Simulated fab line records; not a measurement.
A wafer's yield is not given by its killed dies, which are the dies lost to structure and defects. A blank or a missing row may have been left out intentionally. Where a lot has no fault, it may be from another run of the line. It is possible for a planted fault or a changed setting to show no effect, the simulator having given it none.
Which tool is to blame?	flow nand-harc	72 wafers from 24 lots sampled at 6 of the route's 1159 steps

## WHAT THE GAUGES READ, wafer by wafer
Not one reading of a measure or inspect step in the record can be checked against a usual standard deviation.

## WHICH TOOL RAN EACH LOT (tool, then ch and the chambers of the sampled wafers, then the start)
lot	NHARC_P_GATE_DESCUM_93	NHARC_P_GATE_RTA_64	NHARC_P_GATE_DEGAS_109	NHARC_P_GATE_RTA_80	NHARC_P_CONTACT_CMP_01	NHARC_P_CONTACT_ETCH_18
L074	rie-diel-01 ch 0,2,3, day 5 08:23	rtp-anneal-02 ch 0, day 5 10:22	pvd-sputter-02, day 5 10:38	rtp-anneal-01 ch 0, day 5 11:00	cmp-02 ch 0,2,3, day 5 12:31	rie-diel-13 ch 2,3, no start
L075	rie-diel-01 ch 0,1,2, day 5 17:20	rtp-anneal-01 ch 0, day 5 19:10	pvd-sputter-03, day 5 19:23	rtp-anneal-02 ch 0, day 5 19:46	cmp-04 ch 0,1,2, day 5 21:10	rie-diel-13 ch 2,3, no start
L076	rie-diel-04 ch 0,2,3, day 6 05:05	rtp-anneal-02 ch 0, day 6 07:00	pvd-sputter-02, day 6 07:19	rtp-anneal-02 ch 0, day 6 07:37	cmp-04 ch 1,2,3, day 6 09:06	rie-diel-12 ch 1,2,3, no start
L077	rie-diel-03 ch 0,1,2, day 6 05:26	rtp-anneal-02 ch 0, day 6 07:13	pvd-sputter-01, day 6 07:31	rtp-anneal-02 ch 0, day 6 07:50	cmp-01 ch 1,3, day 6 09:25	rie-diel-13 ch 1,2,3, no start
L079	rie-diel-01 ch 0,3, day 6 08:11	rtp-anneal-02 ch 0, day 6 09:55	pvd-sputter-01, day 6 10:13	rtp-anneal-02 ch 0, day 6 10:34	cmp-04 ch 1,2,3, day 6 12:03	rie-diel-13 ch 1,2,3, no start
L078	rie-diel-01 ch 0,1,2, day 6 11:15	rtp-anneal-01 ch 0, day 6 12:53	pvd-sputter-03, day 6 13:12	rtp-anneal-02 ch 0, day 6 13:29	cmp-01 ch 0,1,3, day 6 14:55	rie-diel-11 ch 0,1, no start
L080	rie-diel-03 ch 0,1, day 7 01:20	rtp-anneal-02 ch 0, day 7 03:02	pvd-sputter-03, day 7 03:17	rtp-anneal-01 ch 0, day 7 03:38	cmp-01 ch 0,2,3, day 7 05:07	rie-diel-12 ch 0,3, no start
L083	rie-diel-01 ch 0,1,3, day 7 17:19	rtp-anneal-01 ch 0, day 7 19:06	pvd-sputter-03, day 7 19:25	rtp-anneal-01 ch 0, day 7 19:42	cmp-01 ch 0,3, day 7 21:11	rie-diel-13 ch 1,2, no start
L081	rie-diel-01 ch 0,2,3, day 7 18:24	rtp-anneal-01 ch 0, day 7 20:03	pvd-sputter-03, day 7 20:19	rtp-anneal-01 ch 0, day 7 20:39	cmp-04 ch 1,2, day 7 22:05	rie-diel-13 ch 0,2, no start
L082	rie-diel-01 ch 1,2,3, day 7 23:24	rtp-anneal-02 ch 0, day 8 01:01	pvd-sputter-02, day 8 01:19	rtp-anneal-01 ch 0, day 8 01:39	cmp-01 ch 0,2,3, day 8 03:08	rie-diel-13 ch 0,1,3, no start
L085	rie-diel-04 ch 0,3, day 8 02:54	rtp-anneal-02 ch 0, day 8 04:35	pvd-sputter-03, day 8 04:55	rtp-anneal-01 ch 0, day 8 05:11	cmp-02 ch 1,2,3, day 8 06:58	rie-diel-11 ch 0,2, no start
L084	rie-diel-04 ch 0,1,3, day 8 03:15	rtp-anneal-02 ch 0, day 8 05:16	pvd-sputter-03, day 8 05:34	rtp-anneal-02 ch 0, day 8 05:54	cmp-04 ch 0,1,3, day 8 07:29	rie-diel-13 ch 1,2,3, no start
L087	rie-diel-04 ch 0,1,2, day 8 18:09	rtp-anneal-01 ch 0, day 8 20:14	pvd-sputter-03, day 8 20:34	rtp-anneal-01 ch 0, day 8 20:50	cmp-04 ch 2,3, day 8 22:25	rie-diel-13 ch 0,2,3, no start
L086	rie-diel-03 ch 0,2, day 8 19:13	rtp-anneal-02 ch 0, day 8 21:36	pvd-sputter-02, day 8 21:54	rtp-anneal-02 ch 0, day 8 22:12	cmp-02 ch 2,3, day 8 23:38	rie-diel-12 ch 0,1,2, no start
L089	rie-diel-01 ch 0,1,3, day 9 04:21	rtp-anneal-01 ch 0, day 9 06:01	pvd-sputter-02, day 9 06:19	rtp-anneal-01 ch 0, day 9 06:37	cmp-04 ch 0,2,3, day 9 08:03	rie-diel-12 ch 1,3, no start
L088	rie-diel-03 ch 0,1,3, day 9 06:32	rtp-anneal-02 ch 0, day 9 08:10	pvd-sputter-01, day 9 08:28	rtp-anneal-01 ch 0, day 9 08:47	cmp-01 ch 0,1,2, day 9 10:15	rie-diel-13 ch 0,2, no start
L090	rie-diel-03 ch 0,2,3, day 9 10:46	rtp-anneal-01 ch 0, day 9 12:33	pvd-sputter-03, day 9 12:52	rtp-anneal-02 ch 0, day 9 13:09	cmp-01 ch 2,3, day 9 14:38	rie-diel-13 ch 0,1,2, no start
L092	rie-diel-03 ch 0,1,2, day 9 19:23	rtp-anneal-02 ch 0, day 9 21:03	pvd-sputter-03, day 9 21:19	rtp-anneal-02 ch 0, day 9 21:38	cmp-01 ch 1,2,3, day 9 23:03	rie-diel-13 ch 1,2,3, no start
L091	rie-diel-03 ch 1,2,3, day 9 21:34	rtp-anneal-02 ch 0, day 9 23:16	pvd-sputter-01, day 9 23:32	rtp-anneal-01 ch 0, day 10 00:01	cmp-02 ch 1,2,3, day 10 01:23	rie-diel-13 ch 0,3, no start
L093	rie-diel-01 ch 1,2,3, day 10 02:50	rtp-anneal-02 ch 0, day 10 04:30	pvd-sputter-01, day 10 04:49	rtp-anneal-02 ch 0, day 10 05:07	cmp-02 ch 0,1,3, day 10 06:43	rie-diel-13 ch 0,2,3, no start
L095	rie-diel-01 ch 1,2,3, day 10 11:42	rtp-anneal-01 ch 0, day 10 13:32	pvd-sputter-02, day 10 13:52	rtp-anneal-01 ch 0, day 10 14:17	cmp-04 ch 0,1,3, day 10 15:43	rie-diel-13 ch 1,2,3, no start
L094	rie-diel-01 ch 0,1,2, day 10 12:27	rtp-anneal-01 ch 0, day 10 14:07	pvd-sputter-02, day 10 14:25	rtp-anneal-01 ch 0, day 10 14:43	cmp-02 ch 1,2,3, day 10 16:12	rie-diel-13 ch 0,2,3, day 10 17:41
L097	rie-diel-03 ch 0,2, day 10 21:13	rtp-anneal-02 ch 0, day 10 22:56	pvd-sputter-02, day 10 23:15	rtp-anneal-02 ch 0, day 10 23:34	cmp-04 ch 0,1, day 11 00:59	rie-diel-12 ch 0,1,3, no start
L096	rie-diel-01 ch 0,2,3, day 11 00:28	rtp-anneal-02 ch 0, day 11 02:07	pvd-sputter-01, day 11 02:24	rtp-anneal-02 ch 0, day 11 02:43	cmp-01 ch 2,3, day 11 04:35	rie-diel-11 ch 1,3, no start
- NHARC_P_GATE_DESCUM_93: chemistry O2, time 3 s.
- NHARC_P_GATE_RTA_64: time 1 s.
- NHARC_P_GATE_DEGAS_109: time 60 s.
- NHARC_P_GATE_RTA_80: time 30 s.
- NHARC_P_CONTACT_CMP_01: polishes SiO2, target thk 200 nm.
- NHARC_P_CONTACT_ETCH_18: etches the open film in C4F8/O2/Ar, target depth 481 nm, time 240.5 s.

## AS READ BY THE TOOLS THEMSELVES (means over the sampled wafers that have a number; for cases with no such wafer, the mark the record gives instead)
NHARC_P_GATE_DESCUM_93. Usual: drypump-motor-current-A 5.8 A, standard deviation 0.46; o2-flow-sccm 200.0 sccm, standard deviation 0.57; oes-product-au 1.002 a.u., standard deviation 0.0075; rf-vpp-V 57.9 V, standard deviation 0.84; showerhead-plenum-p-Torr 1.91 Torr, standard deviation 0.095; throttle-valve-pct 11.311 %, standard deviation 0.0087.
lot	tool	drypump-motor-current-A (A)	o2-flow-sccm (sccm)	oes-product-au (a.u.)	rf-vpp-V (V)	showerhead-plenum-p-Torr (Torr)	throttle-valve-pct (%)	flag
L074	rie-diel-01	5.5	200.1	1.008	58.5	1.93	11.313	
L075	rie-diel-01	5.5	199.6	1.001	57.4	1.93	11.314	
L076	rie-diel-04	5.9	200.7	1.008	57.5	1.94	11.311	
L077	rie-diel-03	6.1	200.1	1.007	57.2	1.84	11.313	
L079	rie-diel-01	5.5	199.5	1.008	57.9	2.00	11.306	
L078	rie-diel-01	5.5	199.7	0.998	58.2	1.93	11.310	
L080	rie-diel-03	6.0	199.6	0.991	58.5	1.80	11.307	
L083	rie-diel-01	5.5	200.3	1.008	58.3	1.99	11.304	
L081	rie-diel-01	5.5	200.4	1.011	57.8	1.93	11.310	
L082	rie-diel-01	5.6	200.2	0.990	58.8	1.94	11.302	
L085	rie-diel-04	6.0	200.0	0.998	57.8	2.01	11.314	
L084	rie-diel-04	6.0	199.9	1.001	58.1	1.93	11.326	
L087	rie-diel-04	5.9	200.3	1.007	57.2	1.84	11.307	
L086	rie-diel-03	6.2	200.0	0.997	57.7	1.87	11.310	
L089	rie-diel-01	5.5	200.2	1.004	58.2	1.99	11.316	
L088	rie-diel-03	6.0	199.5	0.993	57.3	1.87	11.311	
L090	rie-diel-03	6.1	200.2	1.010	58.1	1.91	11.316	
L092	rie-diel-03	6.1	200.3	1.003	57.6	1.83	11.312	
L091	rie-diel-03	6.5	200.2	1.005	57.8	1.92	11.311	
L093	rie-diel-01	5.6	199.6	0.991	57.9	1.94	11.309	
L095	rie-diel-01	5.6	199.5	0.998	58.5	1.94	11.314	
L094	rie-diel-01	5.5	199.8	0.995	57.9	1.92	11.315	
L097	rie-diel-03	5.7	200.4	1.005	57.2	1.82	11.315	
L096	rie-diel-01	5.5	199.5	1.001	57.4	1.93	11.311	

NHARC_P_GATE_RTA_64. Usual: lamp-power-pct 29.9 %, standard deviation 0.71; lamp_zone_5_pct 29.9 %, standard deviation 0.71; wafer_temp_C_max 1055.6, standard deviation 1.3.
lot	tool	lamp-power-pct (%)	lamp_zone_5_pct (%)	wafer_temp_C_max	flag
L074	rtp-anneal-02	30.5	30.5	1057.2	
L075	rtp-anneal-01	29.0	28.9	1054.6	
L076	rtp-anneal-02	30.4	30.4	1056.5	
L077	rtp-anneal-02	30.4	30.5	1055.8	
L079	rtp-anneal-02	30.4	30.4	1056.9	
L078	rtp-anneal-01	29.0	29.0	1054.4	
L080	rtp-anneal-02	30.4	30.4	1056.6	
L083	rtp-anneal-01	28.9	29.0	1054.5	
L081	rtp-anneal-01	29.0	28.9	1055.1	
L082	rtp-anneal-02	30.5	30.5	1056.0	
L085	rtp-anneal-02	30.4	30.4	1056.7	
L084	rtp-anneal-02	30.4	30.4	1056.6	
L087	rtp-anneal-01	28.9	28.9	1055.6	
L086	rtp-anneal-02	30.4	30.4	1054.7	
L089	rtp-anneal-01	28.9	29.0	1054.2	
L088	rtp-anneal-02	30.3	30.3	1056.5	
L090	rtp-anneal-01	29.0	28.9	1055.2	
L092	rtp-anneal-02	30.4	30.4	1056.5	
L091	rtp-anneal-02	30.5	30.4	1055.0	
L093	rtp-anneal-02	30.5	30.5	1055.6	
L095	rtp-anneal-01	28.9	29.0	1053.9	
L094	rtp-anneal-01	28.9	28.9	1055.0	
L097	rtp-anneal-02	30.4	30.4	1055.8	
L096	rtp-anneal-02	30.4	30.4	1055.8	

NHARC_P_GATE_DEGAS_109. Usual: heater-power-w reads 457 W (standard deviation 34).
lot	tool	heater-power-w (W)	flag
L074	pvd-sputter-02	470	
L075	pvd-sputter-03	463	
L076	pvd-sputter-02	438	
L077	pvd-sputter-01	448	
L079	pvd-sputter-01	465	
L078	pvd-sputter-03	448	
L080	pvd-sputter-03	451	
L083	pvd-sputter-03	463	
L081	pvd-sputter-03	471	
L082	pvd-sputter-02	469	
L085	pvd-sputter-03	465	
L084	pvd-sputter-03	456	
L087	pvd-sputter-03	474	
L086	pvd-sputter-02	478	
L089	pvd-sputter-02	434	
L088	pvd-sputter-01	472	
L090	pvd-sputter-03	462	
L092	pvd-sputter-03	469	
L091	pvd-sputter-01	434	
L093	pvd-sputter-01	448	
L095	pvd-sputter-02	440	
L094	pvd-sputter-02	464	
L097	pvd-sputter-02	447	
L096	pvd-sputter-01	460	

NHARC_P_GATE_RTA_80. Usual: wafer_temp_C_max reads 301.5 (standard deviation 0.41).
lot	tool	wafer_temp_C_max	flag
L074	rtp-anneal-01	301.2	
L075	rtp-anneal-02	301.7	
L076	rtp-anneal-02	301.9	
L077	rtp-anneal-02	301.4	
L079	rtp-anneal-02	301.5	
L078	rtp-anneal-02	301.9	
L080	rtp-anneal-01	301.8	
L083	rtp-anneal-01	301.5	
L081	rtp-anneal-01	301.3	
L082	rtp-anneal-01	301.2	
L085	rtp-anneal-01	301.5	
L084	rtp-anneal-02	301.8	
L087	rtp-anneal-01	301.3	
L086	rtp-anneal-02	301.3	
L089	rtp-anneal-01	301.4	
L088	rtp-anneal-01	301.7	
L090	rtp-anneal-02	301.5	
L092	rtp-anneal-02	301.7	
L091	rtp-anneal-01	300.9	
L093	rtp-anneal-02	302.5	
L095	rtp-anneal-01	301.6	
L094	rtp-anneal-01	301.4	
L097	rtp-anneal-02	302.1	
L096	rtp-anneal-02	301.5	

NHARC_P_CONTACT_CMP_01. Usual: motor-current-A 12.2 A, standard deviation 1.1; retaining-ring-pressure-frac 1.000, standard deviation 0.0051.
lot	tool	motor-current-A (A)	retaining-ring-pressure-frac	flag
L074	cmp-02	11.4	0.997	
L075	cmp-04	12.0	0.996	
L076	cmp-04	11.5	0.999	
L077	cmp-01	12.3	0.996	
L079	cmp-04	11.6	0.999	
L078	cmp-01	12.6	1.000	
L080	cmp-01	12.8	0.997	
L083	cmp-01	14.3	0.998	
L081	cmp-04	11.7	1.005	
L082	cmp-01	13.2	1.000	
L085	cmp-02	13.0	1.005	
L084	cmp-04	11.9	0.996	
L087	cmp-04	11.3	1.001	
L086	cmp-02	12.4	0.999	
L089	cmp-04	11.5	0.998	
L088	cmp-01	11.6	1.002	
L090	cmp-01	12.9	1.003	
L092	cmp-01	12.5	1.002	
L091	cmp-02	12.5	0.999	
L093	cmp-02	12.3	1.001	
L095	cmp-04	12.0	1.001	
L094	cmp-02	12.4	0.999	
L097	cmp-04	12.3	1.003	
L096	cmp-01	12.9	0.999	

NHARC_P_CONTACT_ETCH_18. Usual: bias-w 1500 W, standard deviation 4.7; oes-product-au 0.964 a.u., standard deviation 0.017; rf-vpp-V 980 V, standard deviation 4.6.
lot	tool	bias-w (W)	oes-product-au (a.u.)	rf-vpp-V (V)	flag
L074	rie-diel-13	1501	0.960	982	
L075	rie-diel-13	1498	0.972	982	
L076	rie-diel-12	1501	0.966	983	
L077	rie-diel-13	1499	0.967	980	
L079	rie-diel-13	1500	0.915	980	
L078	rie-diel-11	1498	0.979	979	
L080	rie-diel-12	1500	0.969	978	
L083	rie-diel-13	1497	0.970	979	
L081	rie-diel-13	1505	0.973	980	
L082	rie-diel-13	1501	0.975	978	
L085	rie-diel-11	1492	0.954	982	
L084	rie-diel-13	1501	0.970	979	
L087	rie-diel-13	1501	0.975	981	
L086	rie-diel-12	1500	0.955	987	
L089	rie-diel-12	1501	0.962	983	
L088	rie-diel-13	1498	0.969	979	
L090	rie-diel-13	1501	0.948	978	
L092	rie-diel-13	1495	0.967	980	
L091	rie-diel-13	1499	0.956	980	
L093	rie-diel-13	1501	0.961	981	
L095	rie-diel-13	1493	0.948	979	
L094	rie-diel-13	1500	0.986	980	
L097	rie-diel-12	1498	0.969	982	
L096	rie-diel-11	1506	0.976	972	

## THE ANSWER, worked out from the rows above alone
Rule: a lot counts as off when the mean over its wafers that have a number is more than 3 standard deviations away from the usual mean. A lot without any number at a reading at which 4 lots or more have one is off too. All remaining lots with rows at the step are treated as sound. First the gauges in route order, then the tools' own readings, where a lot's mean is used as printed above. The first step at which some lot is off is used, and at that step the reading that is off furthest; a lot without a number counts as furthest.
No lot is off on any of the readings shown, so nothing can be concluded from this.

## WHAT THE SIMULATOR HAD PUT IN
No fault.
